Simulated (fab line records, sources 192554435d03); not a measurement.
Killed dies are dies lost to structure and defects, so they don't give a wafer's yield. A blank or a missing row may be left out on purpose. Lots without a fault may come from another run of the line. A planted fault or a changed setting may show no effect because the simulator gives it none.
Chamber matching | flow n5_finfet | N5_BEOL_M4_ILD_DEP_00 on pecvd-03: 3 sister chambers
The step deposits SiOC from DEMS/O2, target thk 79 nm, time 15.3 s. 18 wafers are shown with their chamber, then 9 later ones without.

WAFERS WITH THEIR CHAMBER
wafer  | chamber | showerhead_vpp_V (V) | throttle_valve_pct (%) | heater_power_w (W)
L075.1 | 0       | 1303                 | 11.8                   | 516
L075.3 | 1       | 1319                 | 12.0                   | 533
L075.5 | 2       | 1220                 | 11.0                   | 470
L078.2 | 2       | 1249                 | 10.9                   | 464
L078.3 | 0       | 1310                 | 11.3                   | 518
L078.6 | 2       | 1234                 | 11.1                   | 462
L086.1 | 2       | 1245                 | 11.1                   | 427
L086.3 | 1       | 1334                 | 11.9                   | 456
L086.4 | 2       | 1231                 | 11.1                   | 447
L088.1 | 1       | 1335                 | 12.4                   | 495
L088.3 | 0       | 1306                 | 11.7                   | 523
L088.4 | 0       | 1322                 | 11.6                   | 535
L091.3 | 0       | 1313                 | 12.0                   | 495
L091.5 | 1       | 1340                 | 11.9                   | 510
L091.6 | 0       | 1313                 | 11.5                   | 484
L093.2 | 2       | 1252                 | 10.9                   | 418
L093.4 | 2       | 1213                 | 11.3                   | 415
L093.6 | 1       | 1325                 | 12.1                   | 523

SIGNATURES (means of the wafers above)
reading            | chamber 0 | chamber 1 | chamber 2 | scatter within a chamber
showerhead_vpp_V   | 1311.17   | 1330.60   | 1234.86   | 11
throttle_valve_pct | 11.650    | 12.060    | 11.057    | 0.197
heater_power_w     | 511.83    | 503.40    | 443.29    | 24
Rule: a wafer's distance from a chamber is the root of the sum, over the readings, of the square of ((its reading less the chamber's mean) divided by the reading's scatter). The wafer belongs to the nearest chamber; if the next one is less than 2 further off, it can't be placed. The scatter: the root of (the sum of the squares of (reading less its chamber's mean) over the shown wafers, divided by (wafers less chambers)).

WAFERS WITHOUT THEIR CHAMBER
wafer  | showerhead_vpp_V (V) | throttle_valve_pct (%) | heater_power_w (W)
L095.1 | 1258                 | 11.3                   | 473
L095.3 | 1315                 | 12.0                   | 522
L095.6 | 1316                 | 11.6                   | 513
L097.1 | 1254                 | 11.3                   | 458
L097.3 | 1323                 | 12.0                   | 495
L097.6 | 1229                 | 11.4                   | 465
L096.1 | 1339                 | 12.2                   | 475
L096.4 | 1306                 | 11.5                   | 572
L096.5 | 1340                 | 12.1                   | 494

WHICH CHAMBER EACH WENT THROUGH
wafer  | from the rows above     | in truth
L095.1 | 2                       | 2
L095.3 | can't be placed: 1 or 0 | 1
L095.6 | 0                       | 0
L097.1 | 2                       | 2
L097.3 | can't be placed: 1 or 0 | 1
L097.6 | 2                       | 2
L096.1 | 1                       | 1
L096.4 | can't be placed: 0 or 1 | 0
L096.5 | 1                       | 1
Placed correctly: 6 of 9. Can't be placed from these rows: 3 (the true chamber is among the candidates in 3). Placed wrongly: 0.
